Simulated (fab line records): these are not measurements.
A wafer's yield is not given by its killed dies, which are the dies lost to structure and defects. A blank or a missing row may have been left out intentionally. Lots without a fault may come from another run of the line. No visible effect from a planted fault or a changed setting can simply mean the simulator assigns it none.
Matching of chambers / flow nand harc / cmp-01 running NHARC_A_STAIRCASE_CMP_450: 4 sister chambers
The step polishes SiO2, target thk 200 nm. 16 wafers are shown with their chamber, then 8 later ones without.

WAFERS PAIRED WITH THEIR CHAMBERS
wafer=L075.1; chamber=3; motor current A (A)=15.0; slurry filter dp kPa (kPa)=13.62; slurry flow ml min=150.1
wafer=L075.4; chamber=0; motor current A (A)=11.2; slurry filter dp kPa (kPa)=13.57; slurry flow ml min=149.8
wafer=L075.6; chamber=1; motor current A (A)=16.0; slurry filter dp kPa (kPa)=13.48; slurry flow ml min=149.9
wafer=L077.1; chamber=3; motor current A (A)=14.2; slurry filter dp kPa (kPa)=13.42; slurry flow ml min=150.2
wafer=L077.4; chamber=1; motor current A (A)=15.3; slurry filter dp kPa (kPa)=13.34; slurry flow ml min=150.0
wafer=L077.6; chamber=3; motor current A (A)=13.9; slurry filter dp kPa (kPa)=13.42; slurry flow ml min=150.2
wafer=L079.3; chamber=0; motor current A (A)=11.5; slurry filter dp kPa (kPa)=13.37; slurry flow ml min=149.7
wafer=L079.4; chamber=2; motor current A (A)=10.8; slurry filter dp kPa (kPa)=13.21; slurry flow ml min=150.6
wafer=L079.6; chamber=3; motor current A (A)=14.4; slurry filter dp kPa (kPa)=13.36; slurry flow ml min=150.6
wafer=L082.1; chamber=0; motor current A (A)=11.7; slurry filter dp kPa (kPa)=13.68; slurry flow ml min=149.6
wafer=L082.2; chamber=3; motor current A (A)=14.1; slurry filter dp kPa (kPa)=13.42; slurry flow ml min=149.6
wafer=L082.4; chamber=1; motor current A (A)=15.2; slurry filter dp kPa (kPa)=13.34; slurry flow ml min=150.2
wafer=L083.1; chamber=3; motor current A (A)=13.8; slurry filter dp kPa (kPa)=13.50; slurry flow ml min=150.8
wafer=L083.4; chamber=0; motor current A (A)=11.2; slurry filter dp kPa (kPa)=13.48; slurry flow ml min=150.1
wafer=L083.5; chamber=0; motor current A (A)=11.4; slurry filter dp kPa (kPa)=13.46; slurry flow ml min=150.8
wafer=L080.2; chamber=3; motor current A (A)=13.8; slurry filter dp kPa (kPa)=13.46; slurry flow ml min=150.9

SIGNATURES (averages over the wafers above)
reading=motor current A; chamber 0=11.400; chamber 1=15.500; chamber 2=10.800; chamber 3=14.171; scatter within a chamber=0.371
reading=slurry filter dp kPa; chamber 0=13.5120; chamber 1=13.3867; chamber 2=13.2100; chamber 3=13.4571; scatter within a chamber=0.096
reading=slurry flow ml min; chamber 0=150.000; chamber 1=150.033; chamber 2=150.600; chamber 3=150.343; scatter within a chamber=0.43
Rule: for each reading, subtract the chamber's mean from the wafer's reading, divide by that reading's scatter and square the result; add these up over the readings and take the root, which gives the wafer's distance from the chamber. If the next closest chamber is less than 2 further off than the closest, the wafer can't be placed; otherwise it belongs to the closest. The scatter is the square root of a quotient: the sum, over the shown wafers, of each reading's squared deviation from its chamber's mean, divided by wafers minus chambers.

WAFERS WHOSE CHAMBER IS MISSING
wafer=L080.3; motor current A (A)=11.1; slurry filter dp kPa (kPa)=13.46; slurry flow ml min=150.4
wafer=L080.5; motor current A (A)=15.1; slurry filter dp kPa (kPa)=13.74; slurry flow ml min=148.9
wafer=L084.3; motor current A (A)=10.2; slurry filter dp kPa (kPa)=13.57; slurry flow ml min=150.1
wafer=L084.4; motor current A (A)=15.3; slurry filter dp kPa (kPa)=13.50; slurry flow ml min=150.3
wafer=L084.6; motor current A (A)=10.3; slurry filter dp kPa (kPa)=13.49; slurry flow ml min=150.3
wafer=L085.1; motor current A (A)=11.3; slurry filter dp kPa (kPa)=13.48; slurry flow ml min=150.9
wafer=L085.2; motor current A (A)=10.8; slurry filter dp kPa (kPa)=13.32; slurry flow ml min=149.5
wafer=L085.5; motor current A (A)=15.2; slurry filter dp kPa (kPa)=13.47; slurry flow ml min=151.0

WHICH CHAMBER EACH WENT THROUGH
wafer=L080.3; from the rows above=can't be placed: 0 or 2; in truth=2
wafer=L080.5; from the rows above=can't be placed: 1 or 3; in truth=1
wafer=L084.3; from the rows above=can't be placed: 0 or 2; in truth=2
wafer=L084.4; from the rows above=can't be placed: 1 or 3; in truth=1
wafer=L084.6; from the rows above=can't be placed: 0 or 2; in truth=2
wafer=L085.1; from the rows above=can't be placed: 0 or 2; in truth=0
wafer=L085.2; from the rows above=can't be placed: 2 or 0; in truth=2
wafer=L085.5; from the rows above=can't be placed: 1 or 3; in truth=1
Correct placement for 0 of the 8. Unplaceable from these rows: 8, with the true chamber sitting among the candidates in 8. Number placed wrongly: 0.
